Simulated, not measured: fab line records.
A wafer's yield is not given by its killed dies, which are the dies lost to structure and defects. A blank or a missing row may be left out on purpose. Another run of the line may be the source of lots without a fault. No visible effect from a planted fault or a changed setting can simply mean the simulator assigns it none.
Code-filled problem report in 8D (eight disciplines) form | flow n5Finfet | the parts of the form that need people (team, actions taken, sign-off) are left out

1. THE PROBLEM
killed_at_M0_to_M3 at N5_PASSIVATION_PROBE_49 reads a mean of 166 on 4 wafers of 3 lots; wafers without a fault read 36 with a standard deviation of 11. That is +12 standard deviations from the usual mean.
First observed at day 16 02:29: wafer L757.1, on prober-02. At this step, 12 wafers from 4 lots have a number in the record. By rule, "out" or "out of limits" means more than 4 standard deviations away from the usual mean. The rest of the wafers with a number are treated as sound.

2. WHAT IT IS AND WHAT IT IS NOT
question                    | is                                                                                               | is not
which readings at this step | killed_at_M0_to_M3, defectLimitedYield, killedDies, sort_bin_5_function, sortNPass, sortYieldPct | killed_at_M4_up, killedAtContacts, killedAtFrontEnd, killedOpen, killedShort
which lots                  | L757, L759, L760                                                                                 | L765
which wafers of those lots  | L757.1, L757.6, L759.4, L760.2                                                                   | L757.4, L759.2, L759.3, L760.1, L760.6
read on which tools         | prober-01, prober-02                                                                             | -
when                        | from day 16 02:29                                                                                | up to then (0 sound wafers); but 8 sound wafers of L757, L759, L760, L765 came after

3. SUSPECTS, AND WHAT RULES EACH OUT
Counting: if a tool at a process step up to the reading ran every lot that is out, it stays a suspect. Sound lots after the first of them don't rule it out here, since some wafers of a struck lot are sound.
- rieDiel-03 at N5_BEOL_M1_STRIP_97 (strips in N2/H2, time 10 s): kept. It ran every lot that is out, first L757 (day 8 23:09).
- rieDiel-03, N5_BEOL_M1_STRIP_97: wafers that are out in chamber 2, sound lot-mates in chambers 0, 1, 3.
Left after counting: rieDiel-03 at N5_BEOL_M1_STRIP_97.

4. THE CAUSE (what the simulator had put in)
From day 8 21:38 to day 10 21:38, rieDiel-03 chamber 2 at N5_BEOL_M1_STRIP_97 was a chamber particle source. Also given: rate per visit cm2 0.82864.
The count eliminated every tool but this one.

5. THE EFFECT CHAIN, in route order
Rows list readings where the struck wafers' mean (over those with a number) sits beyond 3 standard deviations from the usual. Readings are gone through only where the record gives a usual standard deviation; hours: the median, over the lots, of the time from a lot's start at the first step in this table giving one to that lot's start at this step; sigmas: the change measured in usual standard deviations.
hours | step                    | reading             | usual  | on struck wafers | change | sigmas
0     | N5_PASSIVATION_PROBE_49 | defectLimitedYield  | 91.1 % | 80.5             | -10.5  | -7.5
0     | N5_PASSIVATION_PROBE_49 | killed_at_M0_to_M3  | 36     | 166              | +130   | +12
0     | N5_PASSIVATION_PROBE_49 | killedDies          | 105    | 230              | +124   | +7.8
0     | N5_PASSIVATION_PROBE_49 | sort_bin_5_function | 5.2 %  | 12.2             | +7.0   | +7.9
0     | N5_PASSIVATION_PROBE_49 | sortNPass           | 1074   | 950              | -124   | -7.7
0     | N5_PASSIVATION_PROBE_49 | sortYieldPct        | 91.1 % | 80.5             | -10.5  | -7.5
Process steps it contains:
- N5_PASSIVATION_PROBE_49

6. HOW IT WOULD HAVE BEEN CAUGHT EARLIER
173 hours passed between the start of the fault at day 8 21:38 and the first reading out of limits in this record, taken at day 16 02:29.
Of the tool readings at N5_BEOL_M1_STRIP_97 for which the record gives a usual standard deviation, none was out on any struck wafer, so an alarm limit of 4 standard deviations on them would not have fired.
Each of the lots that are out, 3 in all, had begun N5_BEOL_M1_STRIP_97 on rieDiel-03 no later than day 16 02:29. None of them would have been spared by holding the tool at that moment.
